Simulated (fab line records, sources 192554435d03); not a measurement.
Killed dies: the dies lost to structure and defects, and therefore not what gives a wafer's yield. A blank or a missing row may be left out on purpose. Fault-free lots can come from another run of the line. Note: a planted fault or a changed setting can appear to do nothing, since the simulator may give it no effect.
Chamber matching / flow n5 finfet / N5_BEOL_M0_SAQP_ETCH_101 on rie diel-01: 4 sister chambers
The step etches SiNx in CH3F/O2, target depth 29.9 nm, time 42.7 s. 4 wafers are shown with their chamber, then 7 later ones without.

WAFERS, EACH WITH ITS CHAMBER
wafer=L736.4; chamber=2; drypump motor current A (A)=5.6
wafer=L731.6; chamber=0; drypump motor current A (A)=5.0
wafer=L732.1; chamber=1; drypump motor current A (A)=5.2
wafer=L732.3; chamber=3; drypump motor current A (A)=4.7

WAFERS WHOSE CHAMBER IS MISSING
wafer=L732.6; drypump motor current A (A)=5.2
wafer=L735.2; drypump motor current A (A)=4.7
wafer=L735.3; drypump motor current A (A)=5.2
wafer=L735.6; drypump motor current A (A)=5.2
wafer=L739.1; drypump motor current A (A)=5.1
wafer=L739.3; drypump motor current A (A)=4.8
wafer=L739.6; drypump motor current A (A)=5.6

CHAMBER TAKEN BY EACH
wafer=L732.6; from the rows above=1; in truth=1
wafer=L735.2; from the rows above=3; in truth=3
wafer=L735.3; from the rows above=1; in truth=1
wafer=L735.6; from the rows above=1; in truth=1
wafer=L739.1; from the rows above=can't be placed: 0 or 1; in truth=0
wafer=L739.3; from the rows above=can't be placed: 3 or 0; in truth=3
wafer=L739.6; from the rows above=2; in truth=2
Correct placement for 5 of the 7. Can't be placed from these rows: 2 (the true chamber is among the candidates in 2). 0 placed wrongly.
How it was worked out, from the rows above alone: a wafer's distance from a chamber is the root of the sum, over the readings, of the square of ((its reading less the chamber's mean) divided by the reading's scatter). If the next closest chamber is less than 2 further off than the closest, the wafer can't be placed; otherwise it belongs to the closest. Each chamber's mean is taken over the wafers shown for it. The scatter: root of mean squared gap, hidden wafer to nearest shown wafer, with one shown wafer a chamber.
